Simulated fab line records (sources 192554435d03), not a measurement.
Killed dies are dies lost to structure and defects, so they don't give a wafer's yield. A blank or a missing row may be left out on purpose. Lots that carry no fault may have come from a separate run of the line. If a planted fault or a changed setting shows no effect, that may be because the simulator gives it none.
Lot-split experiment    flow n5Finfet    21 wafers read from 7 lots, route of 1938 steps

== THE SPLIT ITSELF ==
At N5_MOL_CONTACT_COAG_ALD_133 (deposits SiO2, target thk 5 nm, pulse time 1 s, co reactant pulse time 1 s), the setting aldCycles was moved away from the recipe's 35 on 4 of the 21 wafers read, by -17.1% to +8.6%. All remaining wafers had this setting at the recipe value.

Reading taken at the split's own step.

== THE READING ==
SiO2_of_MOL_CONTACT_COAG_ALD_133.thkNm (the simulator's own value, which no gauge read), in nm, at N5_MOL_CONTACT_COAG_ALD_133 (deposits SiO2, target thk 5 nm, pulse time 1 s, co reactant pulse time 1 s). The file does not state a usual value for it.

wafer   tool, chamber at the split  aldCycles as run  against the recipe  SiO2_of_MOL_CONTACT_COAG_ALD_133.thkNm, nm  against lot-mates on the recipe
L077.1  aldSin-02, 2,0,0            35                recipe              5                                           -
L077.2  aldSin-02, 2,0,0            35                recipe              5                                           -
L077.6  aldSin-02, 2,0,0            35                recipe              5                                           -
L080.1  aldSin-02, 1,3              35                recipe              5                                           -
L080.3  aldSin-02, 1,3              35                recipe              5                                           -
L080.4  aldSin-02, 0                29                -17.1%              4.2                                         -0.8
L081.1  aldSin-03, 2,0,0            35                recipe              5                                           -
L081.4  aldSin-03, 2,0,0            35                recipe              5                                           -
L081.6  aldSin-03, 2,0,0            35                recipe              5                                           -
L086.1  aldSin-03, 0,1,2            35                recipe              5                                           -
L086.3  aldSin-03, 0,1,2            35                recipe              5                                           -
L086.5  aldSin-03, 0,1,2            35                recipe              5                                           -
L090.2  aldSin-02, 3                35                recipe              5                                           -
L090.3  aldSin-02, 1,2              29                -17.1%              4.2                                         -0.8
L090.5  aldSin-02, 1,2              29                -17.1%              4.2                                         -0.8
L092.2  aldSin-03, 1,0              35                recipe              5                                           -
L092.4  aldSin-03, 1,0              35                recipe              5                                           -
L092.6  aldSin-03, 2                38                +8.6%               5.4                                         +0.4
L096.1  aldSin-01, 1,2,2            35                recipe              5                                           -
L096.2  aldSin-01, 1,2,2            35                recipe              5                                           -
L096.6  aldSin-01, 1,2,2            35                recipe              5                                           -
When a row names more than one chamber, that row covers several wafers, and the file does not tell which wafer ran in which chamber.

FIT RESULTS
A straight line over all 21 wafers: SiO2_of_MOL_CONTACT_COAG_ALD_133.thkNm changes by +0.0467 nm for each +1% of aldCycles; r = +1.00; the points scatter about the line by 0 nm.
The same after taking each lot's own level away (the mean of its wafers on the recipe; 21 wafers): +0.0467 nm for each +1%; r = +1.00; scatter 0 nm.
The reading moves by 0.8 nm for the largest change in aldCycles, on that fit.
The lots' own levels span 5.00 to 5.00 nm.
The two slopes agree, so the slope changes little with the lot-to-lot level.
Check: with one of the wafers moved furthest among these (-17.1%) left out of the fit, the line predicts -0.8 nm for it against its lot-mates. Against them it came out at -0.8 nm.

== OTHER SPLITS APPLIED TO THESE WAFERS ==
Other splits were also applied to these wafers ahead of the reading. Each is held against what the fit with the lots' levels taken away leaves over:
other split on the same wafers        wafers away from the commonest value  r with SiO2_of_MOL_CONTACT_COAG_ALD_133.thkNm (lot level and that fit taken away)
N5_MOL_CONTACT_COAG_EXPOSE_05 doseMj  10                                    +0.06

== FILE'S OWN FIT ==
SiO2_of_MOL_CONTACT_COAG_ALD_133.thkNm changes by +0.0467 nm for each +1% of aldCycles, r = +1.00.
